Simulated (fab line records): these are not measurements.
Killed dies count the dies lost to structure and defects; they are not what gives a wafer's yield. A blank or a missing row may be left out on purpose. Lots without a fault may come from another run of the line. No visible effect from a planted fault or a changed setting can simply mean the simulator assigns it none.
fab line records ; flow nand_harc
record lots=13; wafers=39; last_day=32
route steps=1302 shown P_CONTACT@234 P_M0@272 P_M1@290 END@1302
lots with no fault: from the same line, run without faults
start_h: start of the lot's first displayed wafer, in hours after the record's first day ; wait_h: time in hours since the lot's previous step ; " same as the row above ; L1.1+2: a single row standing in for several wafers ; - no value, or no start was given ; * or withheld: withheld ; < > ~ a bound
route shown NAME@n: NAME is a module with steps in the file, n the number in the route of the first one ; usual: mean/standard deviation of fault-free wafers ; same: alike in all rows ; chamber/n: place in a boat ; sites: per-site readings ; _std_site: their standard deviation ; _edge_site: the outer-site mean with the inner-site mean subtracted ; radius_mm: how far each site lies from the wafer's centre ; mask NAME#n: copy n ; behind: the last tool/chamber to shape the wafer ; hold: reason for holding the lot/hours on hold/outcome of the hold ; device: names the non-switching transistor (n, p or np) ; end of line: tests of these same wafers at the route's end ; a step without rows: its recipe alone ; killed: dies lost to structure and defects at the first sort, not the wafer's yield ; map: dies across one wafer; x = killed, . = not, _ = none there
set.NAME: the setting that was run; set.NAME@STEP: the one run at that earlier step ; model.NAME: the simulator's own value behind a step, which no gauge read
route steps across a sampled set of lots; one table per step, one row per wafer
services: from which hour (start_h, from the record's first day; less than 0 if before it) a tool's chamber was out of use, for how many hours, and why
## steps
# step NHARC_P_CONTACT_INSPECT_14
# usual raw_defect_count=4.1/2.4
lot.wafer;tool;chamber;start_h;wait_h;raw_defect_count
L317.1;defect_inspect-02;-;121.44;0.0;9
L317.3;defect_inspect-02;-;121.44;0.0;8
L317.4;defect_inspect-02;-;121.44;0.0;4
L318.2;defect_inspect-02;-;131.13;0.0;5
L318.3;defect_inspect-02;-;131.13;0.0;8
L318.6;defect_inspect-02;-;131.13;0.0;5
L319.2;defect_inspect-01;-;144.93;0.0;3
L319.3;defect_inspect-01;-;144.93;0.0;5
L319.5;defect_inspect-01;-;144.93;0.0;5
L322.1;defect_inspect-01;-;168.60;0.0;2
L322.5;defect_inspect-01;-;168.60;0.0;2
L322.6;defect_inspect-01;-;168.60;0.0;5
L323.1;defect_inspect-02;-;186.87;0.0;4
L323.2;defect_inspect-02;-;186.87;0.0;3
L323.6;defect_inspect-02;-;186.87;0.0;5
L324.1;defect_inspect-01;-;200.95;0.0;5
L324.3;defect_inspect-01;-;200.95;0.0;0
L324.6;defect_inspect-01;-;200.95;0.0;2
L325.1;defect_inspect-02;-;203.58;0.0;7
L325.3;defect_inspect-02;-;203.58;0.0;8
L325.6;defect_inspect-02;-;203.58;0.0;8
L326.1;defect_inspect-02;-;215.52;0.0;8
L326.5;defect_inspect-02;-;215.52;0.0;5
L326.6;defect_inspect-02;-;215.52;0.0;3
L327.1;defect_inspect-02;-;224.00;0.0;4
L327.2;defect_inspect-02;-;224.00;0.0;3
L327.3;defect_inspect-02;-;224.00;0.0;1
L328.1;defect_inspect-02;-;230.60;0.0;4
L328.4;defect_inspect-02;-;230.60;0.0;1
L328.6;defect_inspect-02;-;230.60;0.0;4
L336.1;defect_inspect-01;-;304.27;0.0;5
L336.2;defect_inspect-01;-;304.27;0.0;4
L336.5;defect_inspect-01;-;304.27;0.0;7
L337.2;defect_inspect-02;-;313.44;0.0;6
L337.3;defect_inspect-02;-;313.44;0.0;8
L337.5;defect_inspect-02;-;313.44;0.0;7
L338.1;defect_inspect-01;-;337.93;0.0;2
L338.2;defect_inspect-01;-;337.93;0.0;3
L338.3;defect_inspect-01;-;337.93;0.0;3
# step NHARC_P_CONTACT_INSPECT_27
# usual raw_defect_count=302/120
lot.wafer;tool;chamber;start_h;wait_h;raw_defect_count
L317.1;defect_inspect-02;-;124.60;0.1;297
L317.3;defect_inspect-02;-;124.60;0.1;151
L317.4;defect_inspect-02;-;124.60;0.1;201
L318.2;defect_inspect-02;-;134.26;0.1;275
L318.3;defect_inspect-02;-;134.26;0.1;322
L318.6;defect_inspect-02;-;134.26;0.1;244
L319.2;defect_inspect-01;-;148.21;0.1;468
L319.3;defect_inspect-01;-;148.21;0.1;309
L319.5;defect_inspect-01;-;148.21;0.1;440
L322.1;defect_inspect-01;-;172.31;0.1;381
L322.5;defect_inspect-01;-;172.31;0.1;165
L322.6;defect_inspect-01;-;172.31;0.1;220
L323.1;defect_inspect-02;-;190.00;0.1;246
L323.2;defect_inspect-02;-;190.00;0.1;207
L323.6;defect_inspect-02;-;190.00;0.1;228
L324.1;defect_inspect-01;-;204.12;0.1;498
L324.3;defect_inspect-01;-;204.12;0.1;312
L324.6;defect_inspect-01;-;204.12;0.1;309
L325.1;defect_inspect-02;-;206.73;0.1;209
L325.3;defect_inspect-02;-;206.73;0.1;222
L325.6;defect_inspect-02;-;206.73;0.1;309
L326.1;defect_inspect-02;-;218.67;0.1;298
L326.5;defect_inspect-02;-;218.67;0.1;231
L326.6;defect_inspect-02;-;218.67;0.1;267
L327.1;defect_inspect-02;-;227.13;0.1;206
L327.2;defect_inspect-02;-;227.13;0.1;429
L327.3;defect_inspect-02;-;227.13;0.1;255
L328.1;defect_inspect-01;-;234.29;0.1;278
L328.4;defect_inspect-01;-;234.29;0.1;255
L328.6;defect_inspect-01;-;234.29;0.1;380
L336.1;defect_inspect-02;-;307.43;0.1;355
L336.2;defect_inspect-02;-;307.43;0.1;263
L336.5;defect_inspect-02;-;307.43;0.1;441
L337.2;defect_inspect-01;-;317.13;0.1;389
L337.3;defect_inspect-01;-;317.13;0.1;326
L337.5;defect_inspect-01;-;317.13;0.1;326
L338.1;defect_inspect-01;-;341.07;0.1;397
L338.2;defect_inspect-01;-;341.07;0.1;404
L338.3;defect_inspect-01;-;341.07;0.1;433
# step NHARC_P_M0_DEGAS_28
# recipe temp_c=250; time_s=60
# usual heater_power_w=326/30
lot.wafer;tool;chamber;start_h;wait_h;heater_power_w
L317.1;pvd_sputter-01;-;126.60;-;351
L317.4;pvd_sputter-01;-;126.60;-;339
L317.3;pvd_sputter-01;-;126.60;-;308
L318.3;pvd_sputter-03;-;136.30;-;297
L318.2;pvd_sputter-03;-;136.30;-;277
L318.6;pvd_sputter-03;-;136.30;-;293
L319.2;pvd_sputter-02;-;150.39;-;288
L319.3;pvd_sputter-02;-;150.39;-;299
L319.5;pvd_sputter-02;-;150.39;-;300
L322.1;pvd_sputter-01;-;174.43;-;352
L322.6;pvd_sputter-01;-;174.43;-;323
L322.5;pvd_sputter-01;-;174.43;-;333
L323.1;pvd_sputter-01;-;192.04;-;321
L323.2;pvd_sputter-01;-;192.04;-;335
L323.6;pvd_sputter-01;-;192.04;-;353
L324.1;pvd_sputter-03;-;206.00;-;339
L324.3;pvd_sputter-03;-;206.00;-;387
L324.6;pvd_sputter-03;-;206.00;-;346
L325.3;pvd_sputter-01;-;208.73;-;346
L325.1;pvd_sputter-01;-;208.73;-;319
L325.6;pvd_sputter-01;-;208.73;-;342
L326.1;pvd_sputter-03;-;221.09;-;284
L326.6;pvd_sputter-03;-;221.09;-;292
L326.5;pvd_sputter-03;-;221.09;-;383
L327.2;pvd_sputter-01;-;229.15;-;329
L327.3;pvd_sputter-01;-;229.15;-;341
L327.1;pvd_sputter-01;-;229.15;-;318
L328.4;pvd_sputter-03;-;236.30;-;276
L328.1;pvd_sputter-03;-;236.30;-;381
L328.6;pvd_sputter-03;-;236.30;-;346
L336.1;pvd_sputter-03;-;309.43;-;317
L336.2;pvd_sputter-03;-;309.43;-;332
L336.5;pvd_sputter-03;-;309.43;-;346
L337.2;pvd_sputter-03;-;319.15;-;281
L337.3;pvd_sputter-03;-;319.15;-;343
L337.5;pvd_sputter-03;-;319.15;-;289
L338.1;pvd_sputter-03;-;343.08;-;286
L338.2;pvd_sputter-03;-;343.08;-;382
L338.3;pvd_sputter-03;-;343.08;-;303
# step NHARC_P_M1_SOFTBAKE_04
# recipe temp_c=105; time_s=55
# usual heater_power_total_W=188.45/0.14
lot.wafer;tool;chamber;start_h;wait_h;heater_power_total_W
L317.1;litho_track-06;0;129;-;188.39
L317.3;litho_track-06;0;129;-;188.35
L317.4;litho_track-06;0;129;-;188.33
L318.2;litho_track-04;0;138;-;188.25
L318.3;litho_track-04;0;138;-;188.36
L318.6;litho_track-04;0;138;-;188.75
L319.2;litho_track-04;0;152;-;188.46
L319.3;litho_track-04;0;152;-;188.69
L319.5;litho_track-04;0;152;-;188.48
L322.1;litho_track-01;0;176;-;188.62
L322.5;litho_track-01;0;176;-;188.44
L322.6;litho_track-01;0;176;-;188.47
L323.1;litho_track-01;0;194;-;188.41
L323.2;litho_track-01;0;194;-;188.45
L323.6;litho_track-01;0;194;-;188.69
L324.1;litho_track-01;0;208;-;188.47
L324.3;litho_track-01;0;208;-;188.55
L324.6;litho_track-01;0;208;-;188.38
L325.1;litho_track-04;0;211;-;188.40
L325.3;litho_track-04;0;211;-;188.36
L325.6;litho_track-04;0;211;-;188.36
L326.1;litho_track-06;0;223;-;188.60
L326.5;litho_track-06;0;223;-;188.37
L326.6;litho_track-06;0;223;-;188.44
L327.1;litho_track-01;0;231;-;188.42
L327.2;litho_track-01;0;231;-;188.33
L327.3;litho_track-01;0;231;-;188.76
L328.1;litho_track-01;0;238;-;188.69
L328.4;litho_track-01;0;238;-;188.34
L328.6;litho_track-01;0;238;-;188.67
L336.1;litho_track-04;0;311;-;183.20
L336.2;litho_track-04;0;311;-;182.92
L336.5;litho_track-04;0;311;-;183.27
L337.2;litho_track-04;0;321;-;182.91
L337.3;litho_track-04;0;321;-;183.03
L337.5;litho_track-04;0;321;-;183.07
L338.1;litho_track-01;0;346;-;188.38
L338.2;litho_track-01;0;346;-;188.37
L338.3;litho_track-01;0;346;-;188.31
# step NHARC_END_SORT_01
# recipe temp_c=25
# usual defect_limited_yield=92.0/2.6; killed_at_array=49/18; killed_at_other=0.8/1; killed_at_periphery=4.2/2.8; killed_dies=54/18; killed_open=3.0/1.7; killed_short=2.5/1.6; sort_bin_2_pct=2.8/1.2; sort_bin_3_pct=0.6/0.37; sort_bin_4_pct=4.6/1.5; sort_n_pass=623/18; sort_rim_yield_pct=92/4.2; sort_yield_pct=92.0/2.6
# same gross_dies=677; sort_bin_5_pct[%]=0; sort_bin_6_pct[%]=0; sort_bin_7_pct[%]=0; sort_bin_8_pct[%]=0; sort_rim_n_gross=106.00
lot.wafer;tool;chamber;start_h;wait_h;defect_limited_yield[%];killed_at_array;killed_at_other;killed_at_periphery;killed_dies;killed_open;killed_short;sort_bin_2_pct[%];sort_bin_3_pct[%];sort_bin_4_pct[%];sort_n_pass;sort_rim_yield_pct[%];sort_yield_pct[%]
L323.1;prober-01;0;632.32;2.5;93.2;43;2;1;46;5;4;1.9;0.4;4.4;631;92;93.2
L323.2;prober-01;0;633.12;2.8;93.9;38;0;3;41;4;5;2.7;0.6;2.8;636;89;93.9
L323.6;prober-01;0;636.33;4.0;94.2;34;2;3;39;3;3;2.2;0.7;2.8;638;92;94.2
L328.1;prober-01;0;680.27;2.5;92.9;46;2;0;48;4;2;2.2;0.1;4.7;629;96;92.9
L328.4;prober-01;0;682.70;3.4;92.2;49;1;3;53;4;3;2.8;0.6;4.4;624;93;92.2
L328.6;prober-01;0;684.33;4.1;93.6;41;1;1;43;2;2;1.6;0.7;4.0;634;94;93.6
# killed by level:class
L323.1 A_SLIT:chamber_film_flake=23 A_CHANNEL_HOLE_D2:chamber_film_flake=6 A_CHANNEL_HOLE_D1:chamber_film_flake=3 A_CONTACT:chamber_film_flake=3 A_CHANNEL_FILL_D1:geometric_particle:open=2 THIN_TSV:chamber_film_flake=2 P_M1:geometric_particle:open=1 A_ONON_D1:geometric_particle:short=1
L323.2 A_SLIT:chamber_film_flake=18 A_CHANNEL_HOLE_D2:chamber_film_flake=10 A_CHANNEL_FILL_D1:geometric_particle:short=2 A_CONTACT:chamber_film_flake=2 P_CONTACT:geometric_particle:open=1 P_M0:geometric_particle:open=1 A_SOURCE_PLATE:geometric_particle:short=1 A_ONON_D1:geometric_particle:short=1
L323.6 A_CHANNEL_HOLE_D2:chamber_film_flake=14 A_SLIT:chamber_film_flake=10 A_WL_FILL:chamber_film_flake=2 THIN_TSV:chamber_film_flake=2 P_CONTACT:geometric_particle:open=1 P_CONTACT:geometric_particle:short=1 A_ONON_D1:geometric_particle:open=1 A_SGD_CUT:geometric_particle:short=1
L328.1 A_CHANNEL_HOLE_D1:chamber_film_flake=28 A_SLIT:chamber_film_flake=4 A_WL_FILL:chamber_film_flake=4 A_M0:geometric_particle:short=2 A_DECK1_JOINT:chamber_film_flake=2 A_SOURCE_PLATE:geometric_particle:open=1 A_CHANNEL_FILL_D1:geometric_particle:open=1 A_SGD_CUT:geometric_particle:open=1
L328.4 A_CHANNEL_HOLE_D1:chamber_film_flake=28 P_M2:chamber_film_flake=3 A_STAIRCASE:chamber_film_flake=3 A_ZERO_WELL:chamber_film_flake=2 A_CHANNEL_FILL_D2:chamber_film_flake=2 A_SLIT:chamber_film_flake=2 A_CONTACT:chamber_film_flake=2 A_CHANNEL_FILL_D1:geometric_particle:short=1
L328.6 A_CHANNEL_HOLE_D1:chamber_film_flake=31 A_SLIT:chamber_film_flake=3 A_ONON_D2:geometric_particle:open=1 A_SGD_CUT:geometric_particle:open=1 A_SLIT:geometric_particle:short=1 A_WL_FILL:geometric_particle:short=1 P_M2:chamber_film_flake=1 A_CHANNEL_FILL_D1:chamber_film_flake=1
## services
tool;chamber;start_h;hours;kind
pvd_sputter-02;-;104.05;10.0;pm
litho_track-01;-;155.00;7.0;pm
pvd_sputter-01;-;157.41;1.7;repair
pvd_sputter-03;-;173.99;10.0;pm
pvd_sputter-02;-;175.04;1.8;repair
litho_track-06;-;179.00;7.0;pm
litho_track-04;-;203.00;7.0;pm
pvd_sputter-01;-;229.43;10.0;pm
pvd_sputter-02;-;282.05;10.0;pm
litho_track-01;-;330.00;7.0;pm
pvd_sputter-02;-;333.77;1.0;repair
## key
first_sign step=NHARC_P_M1_SOFTBAKE_04; reading=heater_power_total_W; direction=down; sigmas=38; usual=*; struck=*
effect none on later readings
met_at NHARC_P_M1_SOFTBAKE_04
struck_lots L336,L337
not_acting_at NHARC_P_CONTACT_INSPECT_14,NHARC_P_CONTACT_INSPECT_27,NHARC_P_M0_DEGAS_28
onset_between 211 311
fault kind=process_parameter_drift; tool=litho_track-04; chamber=-; onset_h=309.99; steps=NHARC_P_M1_SOFTBAKE_04; channel=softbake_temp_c; offset=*; shape=step; end_h=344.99; acts_in=*; stated=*
